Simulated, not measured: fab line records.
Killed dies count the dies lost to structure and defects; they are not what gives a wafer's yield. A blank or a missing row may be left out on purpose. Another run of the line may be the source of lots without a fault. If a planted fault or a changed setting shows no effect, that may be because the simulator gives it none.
Which tool is to blame? :: flow nand-harc :: at 1 step of a route of 1302, 12 lots with 36 wafers sampled

WHAT THE GAUGES SHOWED, per wafer
NHARC_P_M0_INSPECT_11.
lot: L075
measured: day 6 13:04
on: defect-inspect-01
raw-defect-count: 7 7 7

lot: L077
measured: day 7 05:13
on: defect-inspect-01
raw-defect-count: 6 3 4

lot: L079
measured: day 8 04:17
on: defect-inspect-02
raw-defect-count: 1 5 6

lot: L081
measured: day 9 06:04
on: defect-inspect-02
raw-defect-count: 2 1 1

lot: L083
measured: day 10 01:26
on: defect-inspect-02
raw-defect-count: 4 1 1

lot: L085
measured: day 10 16:24
on: defect-inspect-02
raw-defect-count: 3 3 3

lot: L087
measured: day 11 15:50
on: defect-inspect-02
raw-defect-count: 1 5 2

lot: L089
measured: day 12 11:57
on: defect-inspect-01
raw-defect-count: 4 5 2

lot: L091
measured: day 13 00:23
on: defect-inspect-01
raw-defect-count: 6 1 3

lot: L094
measured: day 14 04:22
on: defect-inspect-02
raw-defect-count: 3 5 6

lot: L095
measured: day 14 17:35
on: defect-inspect-02
raw-defect-count: 5 5 4

lot: L096
measured: day 16 00:22
on: defect-inspect-02
raw-defect-count: 4 1 2

EACH LOT AND THE TOOL THAT RAN IT (in order: tool; ch and the chambers of the sampled wafers; start)
No process step before these readings appears in the record.

THE ANSWER, worked out from the rows above alone
Rule: the usual values come from the lots themselves. The widest of any qualifying gaps counts: lots, ordered by their means at a reading, are off when they make up no more than a third of the lots, leave a main group of 4 or more, and stand apart from it by 3 or more times the standard deviation of that group's means. Not used: any main group whose means are identical at the precision the tables above print for the reading. A lot without any number at a reading at which 4 lots or more have one is off too. Where the step has rows for the other lots, those lots are counted as sound.
None of the lots is off at any reading shown; this tells nothing.

WHAT THE SIMULATOR HAD INSERTED
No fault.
